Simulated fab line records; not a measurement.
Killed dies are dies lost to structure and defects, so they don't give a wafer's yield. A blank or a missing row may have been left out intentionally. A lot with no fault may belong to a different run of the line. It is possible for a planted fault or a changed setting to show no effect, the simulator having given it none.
Which tool did it?    flow n5-finfet    27 wafers from 9 lots sampled at 5 of the route's 1938 steps

== WHAT EACH GAUGE READ, for each wafer ==
N5_FIN_SAQP_OCD_MEAS_76. Usual: trench-depth-nm 120.3 nm, standard deviation 1.4.
lot   measured     on      trench-depth-nm (nm)  flag
L296  day 2 01:47  ocd-01  120.5 121.8 118.9     
L297  day 2 08:34  ocd-01  118.3 118.0 121.5     
L299  day 2 20:21  ocd-02  121.5 120.8 121.1     
L301  day 3 09:17  ocd-02  120.3 120.1 120.9     
L304  day 4 01:52  ocd-01  119.6 120.9 120.4     
L310  day 5 14:49  ocd-01  122.7 123.6 122.6     
L312  day 6 02:41  ocd-02  120.7 119.7 117.9     
L317  day 7 09:17  ocd-01  119.0 118.6 117.3     
L318  day 7 14:25  ocd-01  118.0 119.5 118.1     

N5_BEOL_M4_RC_MEAS_101. Usual: DIBL_N 36.4 mV/V, standard deviation 1.5; DIBL_P 36.4 mV/V, standard deviation 1.6; IOFF_N 0.164 nA/um, standard deviation 0.025; IOFF_P 0.214 nA/um, standard deviation 0.028; ION_N 675 uA/um, standard deviation 9.9; ION_P 463 uA/um, standard deviation 6.5; SS_N 71.5 mV/dec, standard deviation 0.5; SS_P 73.3 mV/dec, standard deviation 0.56; VT_N 249.2 mV, standard deviation 2.7; VT_P -250.1 mV, standard deviation 2.8.
lot   measured      on         DIBL_N (mV/V)   DIBL_P (mV/V)   IOFF_N (nA/um)     IOFF_P (nA/um)     ION_N (uA/um)  ION_P (uA/um)  SS_N (mV/dec)   SS_P (mV/dec)   VT_N (mV)          VT_P (mV)             flag
L296  day 7 20:11   prober-02  36.5 37.0 37.2  35.4 36.7 36.3  0.134 0.155 0.149  0.171 0.186 0.185  664 688 660    453 458 451    71.2 70.7 70.8  73.7 73.7 73.2  250.4 248.1 251.0  -256.0 -253.7 -256.5  
L297  day 8 09:56   prober-01  37.4 38.5 36.1  35.4 37.0 33.7  0.145 0.171 0.129  0.213 0.250 0.190  671 678 659    465 470 459    70.9 71.7 71.3  73.9 74.0 73.2  251.9 249.3 254.3  -249.3 -245.5 -250.1  
L299  day 8 15:07   prober-01  36.4 34.1 35.7  36.9 34.1 35.4  0.153 0.111 0.134  0.173 0.145 0.160  671 657 656    455 440 447    71.8 70.8 71.7  73.3 72.7 73.6  248.6 256.2 252.8  -253.4 -257.7 -254.4  
L301  day 9 03:50   prober-01  36.7 38.0 37.8  33.8 35.8 35.7  0.152 0.176 0.173  0.187 0.214 0.210  670 691 678    459 470 457    71.3 71.4 72.0  72.3 74.1 73.6  250.7 247.4 246.8  -252.1 -250.6 -251.4  
L304  day 9 21:47   prober-01  35.3 35.9 35.8  38.5 37.9 37.8  0.150 0.158 0.153  0.253 0.246 0.246  665 671 669    468 469 462    71.6 71.8 71.8  73.5 74.0 73.8  251.1 251.9 252.0  -244.9 -246.6 -245.0  
L310  day 11 03:19  prober-01  37.4 37.2 37.9  38.4 38.6 38.8  0.186 0.181 0.203  0.244 0.239 0.244  676 677 679    466 464 458    71.7 71.7 72.0  73.3 73.4 73.5  248.0 249.7 248.6  -251.3 -250.6 -246.8  
L312  day 12 05:47  prober-02  36.1 34.7 36.1  35.7 34.1 36.0  0.175 0.146 0.174  0.209 0.191 0.210  686 675 682    466 464 459    71.6 71.5 71.4  72.9 72.1 73.4  244.6 250.2 249.9  -251.3 -250.9 -251.5  
L317  day 13 03:38  prober-02  35.1 34.7 35.5  34.9 34.4 35.5  0.159 0.146 0.157  0.175 0.169 0.187  681 674 667    458 457 455    71.7 71.1 71.8  73.1 73.1 72.9  250.2 249.3 249.2  -254.8 -252.5 -254.0  
L318  day 13 16:01  prober-02  35.5 36.0 36.3  35.8 36.8 36.5  0.140 0.158 0.155  0.200 0.221 0.216  660 670 665    457 465 464    71.3 72.0 71.7  72.4 73.2 72.3  250.5 249.4 251.5  -249.5 -250.0 -250.7  

== EACH LOT AND THE TOOL THAT RAN IT (in order: tool; ch and the chambers of the sampled wafers; start) ==
lot   N5_FIN_SAQP_MANDREL2_REMOVE_60   N5_FIN_SAQP_STRIP_77               N5_FIN_CUT_COAT_18
L296  rie-si-01 ch 1,2,3, day 2 00:57  rie-diel-01 ch 1,2, day 2 01:22    litho-track-01 ch 0, day 2 01:50
L297  rie-si-01 ch 0,2,3, day 2 07:53  rie-diel-01 ch 0,2,3, day 2 08:08  litho-track-01 ch 0, day 2 08:37
L299  rie-si-03 ch 1,2,3, day 2 19:28  rie-diel-02 ch 1,3, day 2 19:56    litho-track-03 ch 0, day 2 20:25
L301  rie-si-01 ch 2,3, day 3 08:37    rie-diel-02 ch 0,1, day 3 08:52    litho-track-03 ch 0, day 3 09:20
L304  rie-si-04 ch 0,3, day 4 01:11    rie-diel-01 ch 0,2, day 4 01:27    litho-track-03 ch 0, day 4 01:55
L310  rie-si-04 ch 0,1,2, day 5 14:06  rie-diel-01 ch 0,1,3, day 5 14:24  litho-track-01 ch 0, day 5 14:53
L312  rie-si-03 ch 0,1,3, day 6 01:53  rie-diel-01 ch 0,1,3, day 6 02:17  litho-track-01 ch 0, day 6 02:46
L317  rie-si-04 ch 1,2,3, day 7 08:37  rie-diel-04 ch 0,3, day 7 08:52    litho-track-04 ch 0, day 7 09:20
L318  rie-si-04 ch 0,2, day 7 13:44    rie-diel-02 ch 1,2,3, day 7 13:59  litho-track-04 ch 0, day 7 14:28
- N5_FIN_SAQP_MANDREL2_REMOVE_60: chemistry HBr/Cl2/O2, target a-Si, stops on SiNx, bt time 10 s.
- N5_FIN_SAQP_STRIP_77: strips in N2/H2, time 90 s.
- N5_FIN_CUT_COAT_18: time 60 s, resist thk 230 nm.

== WHAT THE TOOLS THEMSELVES READ (means of the sampled wafers that have a number; where no wafer has one, the mark that the record gives instead) ==
N5_FIN_SAQP_MANDREL2_REMOVE_60. Usual: drypump-motor-current-A 5.6 A, standard deviation 0.39; mfc-cl2-sccm 79.97 sccm, standard deviation 0.25; oes_o_777_au 1.007 a.u., standard deviation 0.029; oes-product-au 0.999 a.u., standard deviation 0.012; throttle-valve-pct 36.8 %, standard deviation 0.32.
lot   tool       drypump-motor-current-A (A)  mfc-cl2-sccm (sccm)  oes_o_777_au (a.u.)  oes-product-au (a.u.)  throttle-valve-pct (%)  flag
L296  rie-si-01  5.3                          79.88                1.013                0.999                  36.7                    
L297  rie-si-01  5.4                          79.97                1.027                1.012                  36.7                    
L299  rie-si-03  5.7                          80.09                0.994                0.994                  37.0                    
L301  rie-si-01  5.5                          79.73                1.021                1.000                  36.5                    
L304  rie-si-04  5.8                          80.28                0.997                1.005                  36.8                    
L310  rie-si-04  5.9                          79.96                1.007                0.993                  36.5                    
L312  rie-si-03  5.4                          80.17                1.010                1.000                  37.0                    
L317  rie-si-04  5.9                          80.02                1.025                1.000                  36.7                    
L318  rie-si-04  6.0                          80.23                0.987                1.001                  36.5                    

N5_FIN_SAQP_STRIP_77. Usual: drypump-motor-current-A 5.5 A, standard deviation 0.41; oes-product-au 0.79 a.u., standard deviation 0.09; rf-vpp-V 45.4 V, standard deviation 0.86; showerhead-plenum-p-Torr 3.38 Torr, standard deviation 0.099; temp-c 40.01 C, standard deviation 0.11; throttle-valve-pct 12.32 %, standard deviation 0.21.
lot   tool         drypump-motor-current-A (A)  oes-product-au (a.u.)  rf-vpp-V (V)  showerhead-plenum-p-Torr (Torr)  temp-c (C)  throttle-valve-pct (%)  flag
L296  rie-diel-01  5.8                          0.74                   45.0          3.23                             39.99       12.19                   
L297  rie-diel-01  5.9                          0.76                   45.1          3.42                             39.99       12.33                   
L299  rie-diel-02  5.1                          0.75                   45.9          3.37                             39.99       12.24                   
L301  rie-diel-02  5.5                          0.76                   44.8          3.35                             40.02       12.30                   
L304  rie-diel-01  5.7                          0.68                   45.0          3.28                             39.98       12.27                   
L310  rie-diel-01  6.1                          0.77                   45.4          3.43                             40.00       12.43                   
L312  rie-diel-01  6.1                          0.78                   45.8          3.43                             40.01       12.44                   
L317  rie-diel-04  5.4                          0.86                   45.4          3.43                             39.93       12.20                   
L318  rie-diel-02  5.1                          0.80                   45.7          3.31                             39.99       12.19                   

N5_FIN_CUT_COAT_18. Usual: spin-speed-rpm 1500.1 rpm, standard deviation 0.88.
lot   tool            spin-speed-rpm (rpm)  flag
L296  litho-track-01  1498.6                
L297  litho-track-01  1500.6                
L299  litho-track-03  1501.4                
L301  litho-track-03  1499.4                
L304  litho-track-03  1500.9                
L310  litho-track-01  1357.2                OFF
L312  litho-track-01  1356.2                OFF
L317  litho-track-04  1500.7                
L318  litho-track-04  1500.3                

== THE ANSWER, worked out from the rows above alone ==
Rule: a lot is off if the mean of its wafers that have a number lies more than 3 standard deviations from the usual mean. Also off: a lot with no number at a reading for which 4 or more lots have one. All remaining lots with rows at the step are treated as sound. The gauges are gone through in route order, then the tools' own readings, and for those a lot's mean is taken as printed above. At the first step where some lot is off, the reading lying furthest off is the one used; lots without a number count as furthest.
Off: L310, L312, at N5_FIN_CUT_COAT_18 (spin-speed-rpm).
A tool fits if, at that step or a process step before it, it ran every lot that is off, and no sound lot after the first of them. 2 tools fit, rie-diel-01 at N5_FIN_SAQP_STRIP_77 and litho-track-01 at N5_FIN_CUT_COAT_18, so this cannot tell which one it is.

== WHAT HAD BEEN PUT IN BY THE SIMULATOR ==
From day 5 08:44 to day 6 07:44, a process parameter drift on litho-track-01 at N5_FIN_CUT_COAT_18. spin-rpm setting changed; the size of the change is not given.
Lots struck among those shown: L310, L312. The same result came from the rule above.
